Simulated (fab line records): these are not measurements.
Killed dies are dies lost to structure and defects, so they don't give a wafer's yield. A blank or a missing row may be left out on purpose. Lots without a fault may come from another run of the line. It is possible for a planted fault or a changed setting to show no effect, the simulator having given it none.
Lot-split experiment || flow n5Finfet || route with 1938 steps; 7 lots, 21 wafers read

## SPLIT DETAILS
At N5_BEOL_M4_TRENCH_ETCH_37 (etches SiOC in C4F6/O2, target depth 55.555 nm, time 29.2 s), the setting sourceW was moved away from the recipe's 355 W on 6 of the 21 wafers read, by -15.1% to +12.6%. All remaining wafers had this setting at the recipe value.

## FROM THE SPLIT TO THE READING: what the file shows between them, 2 steps
- N5_BEOL_M4_ETCH_41: etches SiCN in CH3F/O2, target depth 29.9 nm, time 52.5 s
- N5_BEOL_M4_STRIP_97: strips in N2/H2, time 10 s

## THE READING
trenchDepthNm, in nm, at N5_BEOL_M4_OCD_MEAS_38. A value of 55.4 nm with a standard deviation of 0.85 nm is what fault-free wafers of this fab line usually give.

{"wafer": "L077.1", "tool, chamber at the split": "rieDiel-06, 3", "sourceW as run, W": 355, "against the recipe": "recipe", "trenchDepthNm, nm": 53.9, "against lot-mates on the recipe": "-"}
{"wafer": "L077.3", "tool, chamber at the split": "rieDiel-06, 1", "sourceW as run, W": 355, "against the recipe": "recipe", "trenchDepthNm, nm": 55.8, "against lot-mates on the recipe": "-"}
{"wafer": "L077.5", "tool, chamber at the split": "rieDiel-06, 0", "sourceW as run, W": 355, "against the recipe": "recipe", "trenchDepthNm, nm": 54.3, "against lot-mates on the recipe": "-"}
{"wafer": "L082.1", "tool, chamber at the split": "rieDiel-04, 3", "sourceW as run, W": 355, "against the recipe": "recipe", "trenchDepthNm, nm": 56.3, "against lot-mates on the recipe": "-"}
{"wafer": "L082.3", "tool, chamber at the split": "rieDiel-04, 0", "sourceW as run, W": 355, "against the recipe": "recipe", "trenchDepthNm, nm": 56.0, "against lot-mates on the recipe": "-"}
{"wafer": "L082.5", "tool, chamber at the split": "rieDiel-04, 1", "sourceW as run, W": 399.8, "against the recipe": "+12.6%", "trenchDepthNm, nm": 58.7, "against lot-mates on the recipe": "+2.6"}
{"wafer": "L087.2", "tool, chamber at the split": "rieDiel-03, 0", "sourceW as run, W": 301.4, "against the recipe": "-15.1%", "trenchDepthNm, nm": 51.8, "against lot-mates on the recipe": -3.4}
{"wafer": "L087.3", "tool, chamber at the split": "rieDiel-03, 3", "sourceW as run, W": 355, "against the recipe": "recipe", "trenchDepthNm, nm": 55.6, "against lot-mates on the recipe": "-"}
{"wafer": "L087.5", "tool, chamber at the split": "rieDiel-03, 1", "sourceW as run, W": 355, "against the recipe": "recipe", "trenchDepthNm, nm": 54.7, "against lot-mates on the recipe": "-"}
{"wafer": "L092.3", "tool, chamber at the split": "rieDiel-03, 3", "sourceW as run, W": 316.6, "against the recipe": "-10.8%", "trenchDepthNm, nm": 52.8, "against lot-mates on the recipe": -2.5}
{"wafer": "L092.4", "tool, chamber at the split": "rieDiel-03, 0", "sourceW as run, W": 316.6, "against the recipe": "-10.8%", "trenchDepthNm, nm": 52.8, "against lot-mates on the recipe": -2.5}
{"wafer": "L092.6", "tool, chamber at the split": "rieDiel-03, 3", "sourceW as run, W": 355, "against the recipe": "recipe", "trenchDepthNm, nm": 55.3, "against lot-mates on the recipe": "-"}
{"wafer": "L094.1", "tool, chamber at the split": "rieDiel-04, 3", "sourceW as run, W": 355, "against the recipe": "recipe", "trenchDepthNm, nm": 55.8, "against lot-mates on the recipe": "-"}
{"wafer": "L094.3", "tool, chamber at the split": "rieDiel-04, 1", "sourceW as run, W": 355, "against the recipe": "recipe", "trenchDepthNm, nm": 56.0, "against lot-mates on the recipe": "-"}
{"wafer": "L094.4", "tool, chamber at the split": "rieDiel-04, 0", "sourceW as run, W": 355, "against the recipe": "recipe", "trenchDepthNm, nm": 55.3, "against lot-mates on the recipe": "-"}
{"wafer": "L095.1", "tool, chamber at the split": "rieDiel-03, 2", "sourceW as run, W": 322.8, "against the recipe": "-9.1%", "trenchDepthNm, nm": 51.5, "against lot-mates on the recipe": -3.6}
{"wafer": "L095.2", "tool, chamber at the split": "rieDiel-03, 1", "sourceW as run, W": 322.8, "against the recipe": "-9.1%", "trenchDepthNm, nm": 53.6, "against lot-mates on the recipe": -1.5}
{"wafer": "L095.3", "tool, chamber at the split": "rieDiel-03, 0", "sourceW as run, W": 355, "against the recipe": "recipe", "trenchDepthNm, nm": 55.1, "against lot-mates on the recipe": "-"}
{"wafer": "L097.3", "tool, chamber at the split": "rieDiel-03, 0", "sourceW as run, W": 355, "against the recipe": "recipe", "trenchDepthNm, nm": 54.3, "against lot-mates on the recipe": "-"}
{"wafer": "L097.4", "tool, chamber at the split": "rieDiel-03, 3", "sourceW as run, W": 355, "against the recipe": "recipe", "trenchDepthNm, nm": 55.3, "against lot-mates on the recipe": "-"}
{"wafer": "L097.6", "tool, chamber at the split": "rieDiel-03, 3", "sourceW as run, W": 355, "against the recipe": "recipe", "trenchDepthNm, nm": 55.1, "against lot-mates on the recipe": "-"}

THE FIT
A straight line over all 21 wafers: trenchDepthNm changes by +0.253 nm for each +1% of sourceW; r = +0.91; the points scatter about the line by 0.72 nm.
The same after taking each lot's own level away (the mean of its wafers on the recipe; 21 wafers): +0.23 nm for each +1%; r = +0.93; scatter 0.56 nm.
That fit puts the effect of the largest move of sourceW on the reading at 3.5 nm.
Measured against the standard deviation above, the lots' own levels, which go from 54.67 to 56.15 nm, span 1.7 times it.
The two slopes are in agreement: the lot-to-lot level therefore moves the slope only a little.
Check: -3.6 nm against its lot-mates is what the line predicts for one of the wafers moved furthest among these (-15.1%) when that wafer is left out of the fit. It came out at -3.35 nm against them.
Tool readings at the split's step, against how far the setting was moved: rfVppV r = -0.93.

## THE OTHER SPLITS THESE WAFERS WENT THROUGH
Before the reading, these wafers also passed through other splits. Each is held against what the fit with the lots' levels taken away leaves over:
{"other split on the same wafers": "N5_BEOL_M1_COAT_61 spinRpm", "wafers away from the commonest value": 6, "r with trenchDepthNm (lot level and that fit taken away)": -0.09}
{"other split on the same wafers": "N5_BEOL_M1_ETCH_77 sourceW", "wafers away from the commonest value": 10, "r with trenchDepthNm (lot level and that fit taken away)": -0.10}
{"other split on the same wafers": "N5_BEOL_M1_TRENCH_ETCH_37 biasW", "wafers away from the commonest value": 4, "r with trenchDepthNm (lot level and that fit taken away)": -0.01}
{"other split on the same wafers": "N5_BEOL_M2_DESCUM_33 timeS", "wafers away from the commonest value": 8, "r with trenchDepthNm (lot level and that fit taken away)": -0.12}
{"other split on the same wafers": "N5_BEOL_M2_TRENCH_ETCH_37 biasW", "wafers away from the commonest value": 4, "r with trenchDepthNm (lot level and that fit taken away)": -0.05}

## THE WHOLE CHAIN: every reading that the file lists as answering this split, in the file's order
{"step": "N5_BEOL_M4_TRENCH_ETCH_37", "what it does": "etches SiOC in C4F6/O2, target depth 55.555 nm, time 29.2 s", "reading": "rfVppV", "change (the file's fit)": "-3.28 V for each +1% of the setting", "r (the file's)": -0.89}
{"step": "N5_BEOL_M4_TRENCH_ETCH_37", "what it does": "etches SiOC in C4F6/O2, target depth 55.555 nm, time 29.2 s", "reading": "BEOL_M4.featureDepthNm (the simulator's own value, which no gauge read)", "change (the file's fit)": "+0.239 nm for each +1% of the setting", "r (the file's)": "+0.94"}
{"step": "N5_BEOL_M4_TRENCH_ETCH_37", "what it does": "etches SiOC in C4F6/O2, target depth 55.555 nm, time 29.2 s", "reading": "etch.depthNm (the simulator's own value, which no gauge read)", "change (the file's fit)": "+0.234 nm for each +1% of the setting", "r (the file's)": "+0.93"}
{"step": "N5_BEOL_M4_OCD_MEAS_38", "what it does": "", "reading": "trenchDepthNm", "change (the file's fit)": "+0.226 nm for each +1% of the setting", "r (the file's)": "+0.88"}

## THE FILE'S OWN FIT
trenchDepthNm changes by +0.226 nm for each +1% of sourceW, r = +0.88.
